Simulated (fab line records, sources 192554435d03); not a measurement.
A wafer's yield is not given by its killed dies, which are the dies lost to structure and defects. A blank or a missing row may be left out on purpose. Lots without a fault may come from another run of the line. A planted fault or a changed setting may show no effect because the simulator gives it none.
Matching of chambers -- flow n5-finfet -- N5_PMOS_HMC_CHANNEL_EPI_HM_OPEN_15 on rie-diel-01: 4 sister chambers
The step chemistry CHF3/O2, target SiO2, target depth 40.6 nm, time 20.3 s. 8 wafers are shown with their chamber, then 7 later ones without.

WAFERS WITH THEIR CHAMBER
wafer,chamber,rf-vpp-V (V),showerhead-plenum-p-Torr (Torr)
L078.1,0,517,2.46
L083.2,2,522,2.36
L083.5,2,521,2.36
L086.1,1,511,2.38
L086.3,3,529,2.38
L086.5,0,515,2.46
L092.1,1,511,2.37
L092.2,3,530,2.37

WAFERS WITH NO CHAMBER GIVEN
wafer,rf-vpp-V (V),showerhead-plenum-p-Torr (Torr)
L092.3,515,2.45
L095.2,524,2.36
L095.3,530,2.37
L095.4,515,2.45
L096.2,511,2.37
L096.4,530,2.37
L096.6,529,2.37

WHICH CHAMBER EACH ONE RAN IN
wafer,from the rows above,in truth
L092.3,0,0
L095.2,2,2
L095.3,3,3
L095.4,0,0
L096.2,1,1
L096.4,3,3
L096.6,3,3
Placed correctly: 7 of 7. Number that these rows cannot place: 0. Placed wrongly: 0.
How it was worked out, from the rows above alone: a wafer's distance from a chamber is the root of the sum, over the readings, of the square of ((its reading less the chamber's mean) divided by the reading's scatter). If the next closest chamber is less than 2 further off than the closest, the wafer can't be placed; otherwise it belongs to the closest. Each chamber's mean is taken over the wafers shown for it. How the scatter is found: for the shown wafers, subtract from each reading the mean of its chamber, square and add these, divide the total by (wafers less chambers), then take the root.
